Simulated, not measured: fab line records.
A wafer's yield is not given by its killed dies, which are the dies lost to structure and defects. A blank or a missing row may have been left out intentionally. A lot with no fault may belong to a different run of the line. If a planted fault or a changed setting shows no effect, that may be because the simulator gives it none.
Problem report, 8D (eight disciplines) form, completed by code -- flow n5_finfet -- the parts of the form that need people (team, actions taken, sign-off) are left out

1. THE ISSUE
At N5_BEOL_M6_COAT_22, spin_speed_rpm averages 1441.0 rpm over 6 wafers from 2 lots, while fault-free wafers read 1499.9 rpm, standard deviation 1.1. That puts it -54 standard deviations away from the usual mean.
The step: resist thk 30 nm.
The first sign was on wafer L318.3 at day 12 17:23, on litho_track-05. The record holds 18 wafers of 6 lots with a number at this step. Rule for "out", or "out of limits": more than 4 standard deviations from the usual mean. The rest of the wafers with a number are treated as sound.

2. WHAT IT IS AND WHAT IT IS NOT
question,is,is not
which readings at this step,spin_speed_rpm,resist_line_temp_C
which lots,"L318, L319","L308, L321, L328, L331"
which wafers of those lots,all that have a number,-
read on which tools,litho_track-05,"litho_track-02, litho_track-04"
when,from day 12 17:23,"up to then (3 sound wafers); but 9 sound wafers of L321, L328, L331 came after"

3. SUSPECTS, AND WHAT RULES EACH OUT
Counting: a tool stays on the suspect list if, at a process step up to the reading, it processed all lots that are out and no sound lot following the first of them.
- litho_track-05 at N5_BEOL_M6_COAT_22 (resist thk 30 nm): ruled out as a lasting fault. The sound lots L328 went through it after L318, its earliest lot that is out (day 12 17:23).
Left after counting: nothing in the record.

4. THE CAUSE (what the simulator had put in)
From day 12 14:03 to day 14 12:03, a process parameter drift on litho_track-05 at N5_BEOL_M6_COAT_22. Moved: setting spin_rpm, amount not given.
Counting ruled it out, wrongly.

5. THE CHAIN OF EFFECTS, in route order
Rows list readings where the struck wafers' mean (over those with a number) sits beyond 3 standard deviations from the usual. Only readings whose record carries a usual standard deviation are examined. hours: median over the lots of the time between each lot's start at the first step of this table that gives one and its start at this step. sigmas: the change, counted in usual standard deviations.
hours,step,reading,usual,on struck wafers,change,sigmas
0,N5_BEOL_M6_COAT_22,spin_speed_rpm,1499.9 rpm,1441.0,-58.9,-54
It contains these process steps:
- N5_BEOL_M6_COAT_22: resist thk 30 nm.
Later measuring or inspecting steps at which every struck wafer that the step has a row for has a number for every such reading, and none has moved that far: N5_BEOL_M6_CD_MEAS_28, N5_BEOL_M6_OVL_MEAS_29, N5_BEOL_M6_INSPECT_30.

6. HOW IT WOULD HAVE BEEN CAUGHT EARLIER
First out-of-limits reading in this record: day 12 17:23, which is 3 hours after fault onset at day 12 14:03.
